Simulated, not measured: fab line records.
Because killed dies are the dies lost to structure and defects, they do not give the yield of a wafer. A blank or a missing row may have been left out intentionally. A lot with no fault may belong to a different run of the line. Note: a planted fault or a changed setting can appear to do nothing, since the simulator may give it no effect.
fab line records    flow n5Finfet
record: lots: 3  wafers: 9  lastDay: 15
route steps=1938 shown BEOL_M6@1224 BEOL_M7@1263 PASSIVATION@1936
lots that met no fault: taken from a fault-free run of the same line
startH: hours from the record's opening day to when the first of the lot's shown wafers began    waitH: hours elapsed since this lot's preceding step    " as in the row above    L1.1+2: a single row standing in for several wafers    - no value, or no start given    * or withheld: withheld    < > ~ a bound
route shown NAME@n: NAME is a module with steps in the file, n the number in the route of the first one    usual: average and standard deviation across the fault-free wafers    same: alike in all rows    chamber/n: place in a boat    sites: readings site by site    _std_site: standard deviation of those values    _edge_site: mean of outer sites minus mean of inner sites    radiusMm: for every site, how far away it sits from the centre of the wafer    mask NAME#n: copy n    behind: tool/chamber where the wafer was last shaped    hold: reason for holding the lot/hours on hold/outcome of the hold    device: which transistor (n, p or np) failed to switch    end of line: the route-end tests of the same wafers    a step with no rows: only its recipe    killed: count of dies lost to structure and defects at first sort (not the wafer's yield)    map: a wafer's dies, x killed, . not, _ none there
set.NAME: the run value of the setting; set.NAME@STEP: its run value at that earlier step    model.NAME: the simulator's own value behind a step, which no gauge read
lots seen at some steps along the route; tables by step, rows by wafer
services: from which hour (startH, from the record's first day; less than 0 if before it) a tool's chamber was out of use, for how many hours, and why
== steps ==
step: N5_BEOL_M6_EXPOSE_25
recipe: maskId: V5  na: 0.33  sourceShape: annular  sigmaInner: 0.4  sigmaOuter: 0.8  polarization: unpolarized  targetCdNm: 40  doseMj: 45
step: N5_BEOL_M6_PEB_26
recipe: pebTempC: 100  pebTimeS: 60  resist: CAR-EUV
step: N5_BEOL_M6_DEVELOP_27
recipe: developTimeS: 30  developer: TMAH  resist: CAR-EUV  rinseLiquid: surfactantRinse  dry: airSpin  devTempC: 23
step: N5_BEOL_M6_DESCUM_33
recipe: chemistry: O2  timeS: 7  sourcePowerW: 50  biasPowerW: 20  pressureMtorr: 20  rfFrequencyHz: 2.712e+07  tempC: 40  resist: CAR-EUV  o2FlowSccm: 225
step: N5_BEOL_M6_ETCH_72
recipe: chemistry: N2/H2  target: underlayer  targetDepthA: 65  maskMaterial: CAR-EUV  timeS: 5.2  ionEnergyEv: 200  pressureMtorr: 30  sourceW: 840  biasW: 150  n2FlowSccm: 200  h2FlowSccm: 200  ends: cleared
step: N5_BEOL_M6_ETCH_65
recipe: chemistry: CF4  target: SiARC  targetDepthA: 156  maskMaterial: CAR-EUV  timeS: 26  ionEnergyEv: 80  pressureMtorr: 40  sourceW: 545  biasW: 36  Ar_flow_sccm: 100  cf4FlowSccm: 100  ends: cleared
step: N5_BEOL_M6_ETCH_66
recipe: chemistry: N2/H2  target: SOC  targetDepthA: 800  overetchA: 160  maskMaterial: SiARC  tempC: 40  timeS: 120  ionEnergyEv: 200  pressureMtorr: 30  sourceW: 840  biasW: 150  n2FlowSccm: 200  h2FlowSccm: 200
step: N5_BEOL_M6_STRIP_69
recipe: chemistry: N2/H2  tempC: 40  n2FlowSccm: 200  h2FlowSccm: 200  rfFrequencyHz: 6e+07
step: N5_BEOL_M6_STRIP_73
recipe: chemistry: N2/H2  tempC: 40  n2FlowSccm: 200  h2FlowSccm: 200  rfFrequencyHz: 6e+07
step: N5_BEOL_M6_VIA_ETCH_34
recipe: chemistry: C4F6/O2  target: SiCOH_lowk  targetDepthA: 1263  maskMaterial: SOC  taperDeg: 4  timeS: 50.9  ionEnergyEv: 250  pressureMtorr: 30  sourceW: 345  biasW: 185  Ar_flow_sccm: 300  C4F6_flow_sccm: 10  O2_flow_sccm: 10
usual: drypumpMotorCurrentA: 5.7/0.43  mfcArSccm: 300.0/0.93  oesProductAu: 0.79/0.089  rfVppV: 667/10  showerheadPlenumPTorr: 2.92/0.06  throttleValvePct: 20.84/0.21
same: timeS: 50.9
lot.wafer  tool        chamber  startH  waitH  drypumpMotorCurrentA  mfcArSccm  oesProductAu  rfHoursCounterH  rfVppV  showerheadPlenumPTorr  throttleValvePct
L992.1     rieDiel-03  0        264.40  0.0    5.9                   300.1      0.84          62               685     3.01                   20.86
L992.5     "           3        "       "      5.2                   301.2      0.68          -                662     2.92                   20.92
L992.6     "           0        "       "      5.8                   300.0      0.84          -                686     3.01                   20.87
L994.2     rieDiel-03  1        272.88  0.0    5.4                   300.5      0.80          74               663     2.90                   21.01
L994.5     "           3        "       "      5.3                   299.1      0.67          -                664     2.92                   20.93
L994.6     "           1        "       "      5.3                   299.8      0.81          -                664     2.90                   21.00
L995.1     rieDiel-05  2        278.85  0.0    5.9                   301.2      0.90          24               667     2.89                   20.71
L995.2     "           1        "       "      5.1                   298.6      0.73          177              646     2.80                   20.42
L995.6     "           2        "       "      5.9                   302.0      0.90          -                667     2.89                   20.71
step: N5_BEOL_M6_STRIP_76
recipe: chemistry: C4F6/O2  resist: SiARC  rfFrequencyHz: 6e+07
step: N5_BEOL_M6_STRIP_36
recipe: chemistry: N2/H2  powerW: 450  tempC: 40  pressureMtorr: 20  rfFrequencyHz: 6e+07  overashFraction: 0.3  biasPowerW: 7  h2Frac: 0.5  n2FlowSccm: 200  h2FlowSccm: 200
step: N5_BEOL_M6_TRENCH_ETCH_37
recipe: chemistry: C4F6/O2  targetDepthA: 944.35  target: SiCOH_lowk  timeS: 31.5  ionEnergyEv: 250  pressureMtorr: 30  sourceW: 345  biasW: 185  Ar_flow_sccm: 300  C4F6_flow_sccm: 10  O2_flow_sccm: 10
step: N5_BEOL_M6_ETCH_41
recipe: chemistry: CH3F/O2  target: SiCN  targetDepthA: 297  taperDeg: 2  timeS: 52  ionEnergyEv: 120  maskMaterial: TiN  pressureMtorr: 30  sourceW: 395  biasW: 75  Ar_flow_sccm: 150  CH3F_flow_sccm: 30  O2_flow_sccm: 20
step: N5_BEOL_M6_STRIP_80
recipe: chemistry: N2/H2  timeS: 10  powerW: 450  tempC: 40  pressureMtorr: 20  rfFrequencyHz: 6e+07  biasPowerW: 7  n2FlowSccm: 200  h2FlowSccm: 200
step: N5_BEOL_M6_HM_STRIP_39
recipe: chemistry: peroxideTinStrip  material: TiN  targetDepthA: 250  tempC: 50  timeS: 158
step: N5_BEOL_M6_SRD_40
recipe: timeS: 30  tempC: 23  rinseLiquid: diw  dry: ipaMarangoni
step: N5_BEOL_M6_PRECLEAN_42
recipe: chemistry: residueRemover  timeS: 60  tempC: 40
step: N5_BEOL_M6_SRD_43
recipe: timeS: 30  tempC: 23  rinseLiquid: diw  dry: ipaMarangoni
step: N5_BEOL_M6_CURE_75
recipe: tempC: 370  timeS: 120  ambient: DMADMS/He  material: SiCOH_lowk
step: N5_BEOL_M6_DEGAS_44
recipe: ambient: vacuum  tempC: 250  timeS: 60
step: N5_BEOL_M6_PRE_CLEAN_45
recipe: gas: H2/He  timeS: 30  tempC: 250
step: N5_BEOL_M6_ALD_77
recipe: material: TaN  targetThkA: 20  tempC: 275  aldPrecursorFamily: PDMAT  aldCoReactant: NH3  pressureTorr: 3  carrierFlowSccm: 1500  pulseTimeS: 2  purgeTimeS: 3  coReactantPurgeTimeS: 2  coReactantPulseTimeS: 3  aldCycles: 40  precursorVesselTempC: 75  precursorVesselPressureTorr: 26.25  precursorVesselCarrierSccm: 1000
step: N5_BEOL_M6_SURFACE_TREAT_79
recipe: gas: Ar  timeS: *  ionEnergyEv: *  ionCurrentMaCm2: 0.5  pressureMtorr: *  arFlowSccm: 30
step: N5_BEOL_M6_CVD_78
recipe: material: Co  targetThkA: 20  tempC: withheld  precursor: CCTBA/H2  pressureTorr: 30  timeS: 142.3
step: N5_BEOL_M6_SPUTTER_48
recipe: material: Cu  targetThkA: 100  tempC: -20  biasV: 60  powerW: 26000  chamberPressurePa: 0.13  timeS: 1.667
step: N5_BEOL_M6_ECD_50
recipe: material: Cu  targetThkA: 3000
step: N5_BEOL_M6_ANNEAL_51
recipe: tempC: 225  timeS: 90  ambient: N2
step: N5_BEOL_M6_CMP_52
recipe: stopOn: SiCOH_lowk  tOverpolishS: 6.9  downForcePsi: 1  platenRpm: 50  clearingPlatenDownForcePsi: 1.5  clearingPlatenRpm: 50  postCmpClean: cuAlkaline  targetThkNm: 80  clearingPlatenPadVelocityMS: 0.99484  padVelocityMS: 0.99484
step: N5_BEOL_M6_PRE_CLEAN_55
recipe: gas: NH3  timeS: 15  tempC: withheld  rfPowerW: 300
step: N5_BEOL_M6_DEP_56
recipe: material: SiCN  targetThkA: 100  tempC: withheld  precursor: 3MS/NH3  pressureTorr: 3  rfW: 202  timeS: 17.5
step: N5_BEOL_M7_ILD_DEP_00
recipe: material: SiCOH_lowk  targetThkA: 1797.5  tempC: 300  precursor: DEMS/porogen  pressureTorr: 5  rfW: 500  timeS: 33.4
step: N5_BEOL_M7_CURE_74
recipe: tempC: 385  timeS: 240  ambient: He/Ar  material: SiCOH_lowk
step: N5_PASSIVATION_PROBE_49
usual: defectLimitedYield: 91.1/1.3  killed_at_M0_to_M3: 35/11  killed_at_M4_up: 13/5.4  killedAtContacts: 14/6.5  killedAtFrontEnd: 41/11  killedAtOther: 4/3.1  killedDies: 106/15  killedOnRim: 14/3.7  killedOpen: 69/12  killedShort: 35/7  sort_bin_5_function: 5.2/0.86  sort_bin_6_memory: 3.4/0.64  sortNPass: 1074/15  sortYieldPct: 91.0/1.3
same: grossDies: 1180  killedAtBackSide: 0  sort_bin_4_leakage[%]: 0  sort_bin_8_speed[%]: 0
lot.wafer  tool       chamber  startH  waitH  defectLimitedYield[%]  killed_at_M0_to_M3  killed_at_M4_up  killedAtContacts  killedAtFrontEnd  killedAtOther  killedDies  killedOnRim  killedOpen  killedShort  sort_bin_5_function[%]  sort_bin_6_memory[%]  sortNPass  sortYieldPct[%]
L992.1     prober-02  -        337.35  0.0    91.5                   29                  13               25                29                4              100         15           70          30           4.8                     3.2                   1080       91.5
L992.5     prober-02  -        337.55  0.2    92.6                   19                  10               32                25                1              87          13           62          23           4.6                     2.5                   1093       92.6
L992.6     prober-02  -        337.60  0.3    89.2                   45                  24               21                30                8              128         16           85          39           5.8                     4.6                   1052       89.2
L994.2     prober-02  -        351.61  0.1    79.9                   28                  139              26                40                4              237         29           87          33           13.1                    4.9                   943        79.9
L994.5     prober-02  -        351.76  0.2    86.8                   36                  78               13                28                1              156         31           73          27           8.6                     3.4                   1024       86.8
L994.6     prober-02  -        351.81  0.3    79.2                   28                  131              36                47                3              245         28           99          35           12.7                    5.8                   935        79.2
L995.1     prober-02  -        353.23  0.0    89.7                   35                  27               4                 53                2              121         14           85          32           5.8                     4.3                   1059       89.7
L995.2     prober-02  -        353.28  0.1    91.6                   25                  14               5                 51                4              99          10           61          34           4.3                     3.6                   1081       91.6
L995.6     prober-02  -        353.48  0.3    92.2                   32                  13               1                 41                5              92          12           61          28           5.2                     2.4                   1088       92.2
killed by level:class
L992.1 MOL_CONTACT_COAG:geometricParticle:open=18 BEOL_M0_SAQP:geometricParticle:open=9 BEOL_M3:geometricParticle:open=8 MOL_CONTACT_COAG:geometricParticle:short=7 STI_FIN_REVEAL:geometricParticle:open=6 BEOL_M4:geometricParticle:open=5 DUMMY_GATE:geometricParticle:open=4 ILD0:geometricParticle:short=4
L992.5 MOL_CONTACT_COAG:geometricParticle:open=26 STI_FIN_REVEAL:geometricParticle:open=7 BEOL_M0_SAQP:geometricParticle:short=7 MOL_CONTACT_COAG:geometricParticle:short=6 FIN_SAQP:geometricParticle:open=5 DUMMY_GATE:geometricParticle:open=4 BEOL_M0_SAQP:geometricParticle:open=4 STARTING-WAFER:geometricParticle:short=4
L992.6 MOL_CONTACT_COAG:geometricParticle:open=18 BEOL_M3:geometricParticle:open=11 BEOL_M0_SAQP:geometricParticle:open=10 BEOL_M0_SAQP:geometricParticle:short=10 BEOL_M4:geometricParticle:open=9 FIN_SAQP:geometricParticle:short=6 STI_FIN_REVEAL:geometricParticle:open=6 BEOL_M7:geometricParticle:open=5
L994.2 BEOL_M6:unspecified=114 MOL_CONTACT_COAG:geometricParticle:open=19 FIN_SAQP:geometricParticle:open=11 STI_FIN_REVEAL:geometricParticle:open=10 BEOL_M4:geometricParticle:open=9 FIN_SAQP:geometricParticle:short=6 MOL_CONTACT_COAG:geometricParticle:short=6 BEOL_M3:geometricParticle:open=6
L994.5 BEOL_M6:unspecified=52 MOL_CONTACT_COAG:geometricParticle:open=10 BEOL_M4:geometricParticle:open=9 STI_FIN_REVEAL:geometricParticle:open=8 BEOL_M3:geometricParticle:open=7 BEOL_M0_SAQP:geometricParticle:open=6 BEOL_M1:geometricParticle:open=6 BEOL_M0_SAQP:geometricParticle:short=5
L994.6 BEOL_M6:unspecified=109 MOL_CONTACT_COAG:geometricParticle:open=29 STI_FIN_REVEAL:geometricParticle:open=13 FIN_SAQP:geometricParticle:open=12 BEOL_M4:geometricParticle:open=12 FIN_SAQP:geometricParticle:short=8 BEOL_M3:geometricParticle:open=8 MOL_CONTACT_COAG:geometricParticle:short=7
L995.1 FIN_SAQP:geometricParticle:open=17 BEOL_M4:geometricParticle:open=12 BEOL_M2:geometricParticle:open=10 FIN_SAQP:geometricParticle:short=8 BEOL_M2:geometricParticle:short=7 BEOL_M0_SAQP:geometricParticle:open=7 BEOL_M0_SAQP:geometricParticle:short=6 DUMMY_GATE:geometricParticle:open=5
L995.2 FIN_SAQP:geometricParticle:short=13 FIN_SAQP:geometricParticle:open=12 BEOL_M0_SAQP:geometricParticle:open=9 DUMMY_GATE:geometricParticle:open=7 MOL_CONTACT_COAG:geometricParticle:open=4 STI_FIN_REVEAL:geometricParticle:open=4 ILD0:geometricParticle:short=4 BEOL_M0_SAQP:geometricParticle:short=4
L995.6 FIN_SAQP:geometricParticle:open=14 BEOL_M0_SAQP:geometricParticle:short=12 BEOL_M0_SAQP:geometricParticle:open=11 BEOL_M4:geometricParticle:open=9 FIN_SAQP:geometricParticle:short=7 BEOL_M3:geometricParticle:open=7 STI_FIN_REVEAL:geometricParticle:open=6 GATE_CUT:geometricParticle:open=4
map L994.6 (x killed, . not)
_________________x....x......________________
______________................xx_____________
___________......x....x.x..x..xx.xx__________
__________....x..x..........xxxxxxxx_________
________.............x.x.x.xxxxxxxxxxx_______
_______..x............x..x..xxxxxxxxxxx______
______..x..x....x.....x....xxxxxxxxxxxxx_____
_____........x.........xx...xxxxxxxxxx..x____
____.x..........x..........xxxxxxxxxxxxxxx___
___..x...x..x.....x....xxx.xxxxxxxxxxx.....__
___.xx.......................xxxxxxxxxx..x.__
__..........x..x..........x.x..x.xxxxxx....._
__..x.x..x.....x...............xx.xx........_
_...................x.......x...xxx..x..xx...
_...xx...........xx.....x......x.......x.....
_............xx..........xx..........x...x.x.
_...x.......x.........x.x..x.....x....x......
_.........x...x..........x...................
_.....x....x....................x.x..x.......
_.x...x...........x.x......x...........x.....
_.x.x.................xx....x...xx...........
__....x..x.x....x....................xx..x.._
__x..........xx....x.x..x.............x....._
___xx.........x.....x...x.......xx.....x...__
___........................................__
____x.x........x..........................___
_____.......x.x.........x............x...____
______...x.x.....................xx....._____
_______...x.........x.....x.......x....______
________....x..........x.xx.......x..._______
__________.........................._________
___________.x.....x................__________
______________.................._____________
_________________x..x....x...________________
map L992.6 (x killed, . not)
_________________xx..........________________
______________.....x..x....x...x_____________
___________.x.....x...........x....__________
__________.....x...................._________
________..........x....x.............._______
_______x.......x..........x.....x......______
______......................x.x.x.....x._____
_____.....................x.....x........____
____..............x...x...............x...___
___.........................x........x.....__
___....x..x..............x...x.............__
__....xx....xx.....x.xx.....x..............._
__......................xx..x.........x....._
_...x..................x...........x.......x.
_......x.....x............................x..
_...x....xx.................xx...x...........
_......x............x.....x.............x....
_..x......x...........x......x.....x.x.......
_x...x.......................................
_.......x....................x..x.....x.....x
_..............x...x.............xx..........
__...........x........................x....x_
__.................x.x..x................xx._
___.......x.....x......x........x..........__
___.....x.x..............x..x....x........x__
____...x.......x.............x...xx.......___
_____x..x....x...x..................x.x..____
______......................xxx........._____
_______.............x.x....x..x...xx...______
________........x.x...............x..._______
__________...x.....x.x..x......x...._________
___________.............x...x......__________
______________.x.x.............._____________
_________________.........x..________________
== services ==
tool        chamber  startH  hours  kind
rieDiel-03  2        254.30  -      clean
rieDiel-03  2        254.30  -      consumableReplace:focusRing
rieDiel-03  2        254.30  22.5   scheduledDown
rieDiel-03  2        254.30  22.5   ventCycle
rieDiel-05  2        271.67  4.7    repair
== key ==
firstSign: step: N5_PASSIVATION_PROBE_49  reading: killed_at_M4_up  direction: up  sigmas: 19  usual: 13  struck: 116
effect: step: N5_PASSIVATION_PROBE_49  reading: killedDies  direction: up  sigmas: 7  usual: 106  struck: 213
moreKillsBornAt: N5_BEOL_M6_VIA_ETCH_34@rieDiel-03: 275
metAt N5_BEOL_M6_VIA_ETCH_34
struckWafers L994.2,L994.5,L994.6
onsetBetween 264.40 272.88
earlierFault: kind: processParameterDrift  tool: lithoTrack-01  chamber: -  onsetH: 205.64  steps: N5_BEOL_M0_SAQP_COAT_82  channel: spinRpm  offset: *  shape: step  actsIn: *  stated: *
fault: kind: chamberParticleSource  tool: rieDiel-03  chamber: -  onsetH: 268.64  steps: N5_BEOL_M6_VIA_ETCH_34  ratePerVisitCm2: 0.85295  untilTheNextWetClean: True
